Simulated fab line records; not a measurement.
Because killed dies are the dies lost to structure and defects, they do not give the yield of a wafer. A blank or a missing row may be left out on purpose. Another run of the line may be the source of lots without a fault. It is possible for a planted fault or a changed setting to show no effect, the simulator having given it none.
Matching of chambers -- flow n5 finfet -- N5_FIN_SAQP_HM_DEP_03 on pecvd-03: 3 sister chambers
The step deposits SiNx from SiH4/NH3/N2, target thk 38 nm, time 33.6 s. 6 wafers are shown with their chamber, then 9 later ones without.

WAFERS, EACH WITH ITS CHAMBER
wafer,chamber,throttle valve pct (%),showerhead plenum p Torr (Torr)
L085.5,0,38.9,5.17
L086.4,1,38.4,5.16
L086.6,0,38.6,5.17
L090.3,2,40.4,5.23
L090.4,1,38.7,5.18
L090.6,2,40.4,5.23

WAFERS MISSING THEIR CHAMBER
wafer,throttle valve pct (%),showerhead plenum p Torr (Torr)
L092.4,38.6,5.19
L092.5,38.8,5.17
L092.6,40.8,5.22
L096.1,40.5,5.23
L096.3,38.9,5.18
L096.5,38.9,5.19
L097.1,40.5,5.24
L097.2,39.0,5.17
L097.3,38.7,5.18

CHAMBER TAKEN BY EACH
wafer,from the rows above,in truth
L092.4,can't be placed: 1 or 0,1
L092.5,can't be placed: 0 or 1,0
L092.6,2,2
L096.1,2,2
L096.3,can't be placed: 0 or 1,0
L096.5,can't be placed: 0 or 1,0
L097.1,2,2
L097.2,can't be placed: 0 or 1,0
L097.3,can't be placed: 0 or 1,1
Correctly placed: 3 of 9. From these rows, 6 cannot be placed; in 6 the true chamber is one of the candidates. Number placed wrongly: 0.
How it was worked out, from the rows above alone: a wafer's distance from a chamber is the root of the sum, over the readings, of the square of ((its reading less the chamber's mean) divided by the reading's scatter). The wafer belongs to the nearest chamber; if the next one is less than 2 further off, it can't be placed. The mean given for a chamber averages the wafers shown for that chamber. The scatter: take each reading less its chamber's mean, square it, sum over the shown wafers, divide by the number of wafers less the number of chambers, and take the root.
